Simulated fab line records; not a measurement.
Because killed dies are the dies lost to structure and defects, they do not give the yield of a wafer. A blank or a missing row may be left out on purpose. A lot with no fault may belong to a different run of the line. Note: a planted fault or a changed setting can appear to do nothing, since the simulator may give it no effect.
A struck lot beside a sound one | flow n5_finfet | 40 out of 1938 route steps
Sound: the wafers L309.3, L309.5, L309.6. The struck wafers were L316.1, L316.2, L316.6. The cause comes at the end.
At each step with rows: each side's tool, then ch and its chambers, then its first start. Under that, the readings that differ: sound wafers | struck wafers | difference of the means | sigmas: that difference in standard deviations of wafers without a fault.
alike: readings whose means differ by less than 2 such deviations, and words and numbers that are the same on both sides. not compared: withheld readings, readings that some wafer has no value for, bounds like >300 that may hide the same value, and numbers for which the record gives no deviation and whose values overlap.
Wherever a step has rows on one side only, a row that says differs or no value, or a row with sigmas, the two part there. When numbers do not overlap yet have no deviation, they are printed without sigmas and do not part them. A reading that every wafer of one side lacks parts them only if that side has two wafers or more.

first, 12 steps without rows for these wafers: N5_HKMG_FIN_ETCH_54 (etches SiARC in CF4, target depth 45.5 nm, time 75.8 s); N5_HKMG_FIN_ETCH_55 (etches SOC in N2/H2, target depth 240 nm, time 300 s); N5_HKMG_FIN_STRIP_56 (strips in N2/H2); N5_HKMG_FIN_STRIP_57 (strips in CF4); N5_HKMG_FIN_ETCH_58 (etches SOC in N2/H2, target depth 215.8 nm, time 741 s); N5_HKMG_FIN_STRIP_93 (strips SOC in N2/H2, time 20 s); N5_HKMG_FIN_WET_ETCH_76 (etches Al2O3 in dNH4OH, stops on La2O3, target depth 2.25 nm, rinse time 30 s); N5_HKMG_FIN_STRIP_60 (strips in N2/H2, time 360 s); N5_HKMG_FIN_WET_ETCH_77 (etches La2O3 in dHCl, stops on HfO2, target depth 2 nm); N5_HKMG_FIN_WET_ETCH_78 (etches Al2O3 in dNH4OH, stops on La2O3, target depth 4.5 nm, rinse time 30 s); N5_HKMG_FIN_ALD_79 (deposits TiN, target thk 1.5 nm, pulse time 1 s, purge time 3 s); N5_HKMG_FIN_CVD_62 (deposits a-Si from Si2H6, target thk 3 nm, time 20.8 s).
N5_HKMG_FIN_RTA_80: time 2 s.
  sound on rtp_anneal-01 ch 0, day 4 17:23; struck on rtp_anneal-02 ch 0, day 6 11:44
then, 25 steps without rows for these wafers: N5_HKMG_FIN_PRECLEAN_64 (cleans in dHF, time 30 s); N5_HKMG_FIN_WET_ETCH_65 (etches a-Si in TMAH, stops on TiN, time 49 s, target depth 3 nm); N5_HKMG_FIN_WET_ETCH_81 (etches TiN in SC1, stops on HfO2, time 57 s, target depth 6 nm); N5_HKMG_FIN_WET_ETCH_82 (etches La2O3 in dHCl, stops on HfO2, target depth 2 nm, rinse time 30 s); N5_HKMG_FIN_ALD_36 (deposits TiN, target thk 1 nm, pulse time 1 s, purge time 3 s); N5_HKMG_FIN_PWFM_ALD_03 (deposits TiN, target thk 2 nm, pulse time 1 s, purge time 3 s); N5_HKMG_FIN_COAT_29 (time 60 s, resist thk 300 nm); N5_HKMG_FIN_COAT_30 (time 60 s, resist thk 35 nm); N5_HKMG_FIN_COAT_06 (resist thk 90 nm); N5_HKMG_FIN_EBR_08; N5_HKMG_FIN_SOFTBAKE_07 (time 60 s); N5_HKMG_FIN_EXPOSE_09 (exposes mask NWFM); N5_HKMG_FIN_PEB_10 (peb time 60 s); N5_HKMG_FIN_DEVELOP_11 (develop time 30 s); N5_HKMG_FIN_DESCUM_17 (chemistry O2, time 7.9 s); N5_HKMG_FIN_ETCH_31 (etches SiARC in CF4, target depth 45.5 nm, time 75.8 s); N5_HKMG_FIN_ETCH_32 (etches SOC in N2/H2, target depth 240 nm, time 300 s); N5_HKMG_FIN_STRIP_33 (strips in N2/H2); N5_HKMG_FIN_STRIP_34 (strips in CF4); N5_HKMG_FIN_ETCH_35 (etches SOC in N2/H2, target depth 215.8 nm, time 243.4 s); N5_HKMG_FIN_STRIP_92 (strips SOC in N2/H2, time 20 s); N5_HKMG_FIN_WET_ETCH_18 (etches TiN in SC1, time 55 s, target depth 5.2 nm, rinse time 30 s); N5_HKMG_FIN_STRIP_19 (strips in N2/H2, time 360 s); N5_HKMG_FIN_ALD_91 (deposits TiN, target thk 1 nm, pulse time 1 s, purge time 3 s); N5_HKMG_FIN_COAT_85 (time 60 s, resist thk 300 nm).
-- record jumps: 4 days separate the struck wafers' starts on either side; left off in module HKMG_FIN, taken up again in module BEOL_M4, whose first shown step is the route's number 1111 --
N5_BEOL_M4_RC_MEAS_101:
  sound on prober-02 ch 0, day 8 05:37; struck on prober-01 ch 0, day 10 11:46
  reading             | sound                      | struck                    | difference | sigmas
  IGATE_N (nA/um)     | 0.0112 0.0105 0.0113       | 0.0224 0.0221 0.0179      | +0.0098    | +5
  IGATE_P (nA/um)     | 0.0034 0.0032 0.0034       | 0.0068 0.0067 0.0054      | +0.0030    | +5
  IOFF_P (nA/um)      | 0.18 0.25 0.26             | 1.90 1.38 1.96            | +1.52      | +47
  IOFF_P_85C (nA/um)  | 3.1 4.2 4.3                | 23.8 17.9 24.3            | +18.1      | +39
  IOFF_P_LIN (nA/um)  | 0.089 0.116 0.116          | 0.855 0.681 0.885         | +0.700     | +58
  IOFF_P_LONG (nA/um) | 0.000109 0.000106 0.000113 | 0.000613 0.000606 0.00063 | +0.000507  | +77
  ION_P (uA/um)       | 456 467 469                | 536 528 555               | +76        | +10
  SS_P (mV/dec)       | 72.0 73.2 74.3             | 74.4 73.7 75.7            | +1.4       | +2
  VT_N (mV)           | 252 243 246                | 254 260 253               | +9         | +2
  VT_N_LVT (mV)       | 99 92 95                   | 163 169 163               | +70        | +20
  VT_P (mV)           | -249 -247 -248             | -193 -199 -194            | +53        | +16
  VT_P_LONG (mV)      | -271.5 -275.6 -273.2       | -219.5 -222.3 -220.1      | +52.8      | +21
  alike: DIBL_N, DIBL_P, IOFF_N, ION_N, SS_N
-- record jumps: 5 days separate the struck wafers' starts on either side; left off in module BEOL_M4, taken up again in module PASSIVATION, whose first shown step is the route's number 1936 --
N5_PASSIVATION_PROBE_49:
  sound: prober-01 at day 12 15:44; struck: prober-02 at day 15 01:04
  reading                  | sound          | struck            | difference | sigmas
  defect_limited_yield (%) | 91.9 90.8 89.9 | 92.5 94.6 93.3    | +2.6       | +2
  killed_at_M0_to_M3       | 45 51 45       | 11 12 20          | -33        | -3
  killed_dies              | 96 108 119     | 89 64 79          | -30        | -2
  killed_short             | 41 40 30       | 30 11 25          | -15        | -2
  sort_bin_4_leakage (%)   | 0 0 0          | 92.46 94.58 93.31 | +93.45     |
  sort_n_pass              | 1084 1072 1061 | 0 0 0             | -1072      | -77
  sort_yield_pct (%)       | 91.9 90.8 89.9 | 0 0 0             | -91        | -76
  alike: killed_at_M4_up, killed_at_contacts, killed_at_front_end, killed_at_other, killed_open, sort_bin_5_function, sort_bin_6_memory

== WHERE THEY PART ==
At N5_BEOL_M4_RC_MEAS_101 first; at N5_PASSIVATION_PROBE_49 last (within this record only).

WHY: what the simulator had put in
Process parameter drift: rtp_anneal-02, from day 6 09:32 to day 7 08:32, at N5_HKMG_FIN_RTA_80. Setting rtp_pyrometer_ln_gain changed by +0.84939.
